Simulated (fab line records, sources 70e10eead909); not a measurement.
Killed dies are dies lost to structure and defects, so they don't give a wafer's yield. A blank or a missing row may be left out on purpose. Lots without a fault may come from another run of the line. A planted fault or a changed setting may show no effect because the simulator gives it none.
Chamber matching | flow nand_harc | NHARC_P_GATE_DESCUM_93 on rie_diel-03: 4 sister chambers
The step chemistry O2, time 3 s. 4 wafers are shown with their chamber, then 9 later ones without.

WAFERS WITH THEIR CHAMBER
wafer  | chamber | showerhead_plenum_p_Torr (Torr)
L081.3 | 2       | 2.05
L084.2 | 1       | 1.87
L084.5 | 0       | 2.02
L084.6 | 3       | 1.94

WAFERS WITHOUT THEIR CHAMBER
wafer  | showerhead_plenum_p_Torr (Torr)
L087.4 | 1.94
L087.5 | 1.87
L087.6 | 2.04
L092.1 | 2.04
L092.5 | 1.94
L092.6 | 2.02
L094.1 | 2.04
L094.2 | 2.02
L094.5 | 2.02

WHICH CHAMBER EACH WENT THROUGH
wafer  | from the rows above     | in truth
L087.4 | 3                       | 3
L087.5 | 1                       | 1
L087.6 | can't be placed: 2 or 0 | 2
L092.1 | can't be placed: 2 or 0 | 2
L092.5 | 3                       | 3
L092.6 | 0                       | 0
L094.1 | can't be placed: 2 or 0 | 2
L094.2 | 0                       | 0
L094.5 | 0                       | 0
Placed correctly: 6 of 9. Can't be placed from these rows: 3 (the true chamber is among the candidates in 3). Placed wrongly: 0.
How it was worked out, from the rows above alone: a wafer's distance from a chamber is the root of the sum, over the readings, of the square of ((its reading less the chamber's mean) divided by the reading's scatter). The wafer belongs to the nearest chamber; if the next one is less than 2 further off, it can't be placed. A chamber's mean is the mean of its shown wafers. The scatter: with one shown wafer a chamber, the root of the mean of the squares of how far each hidden wafer lies from its nearest shown one.
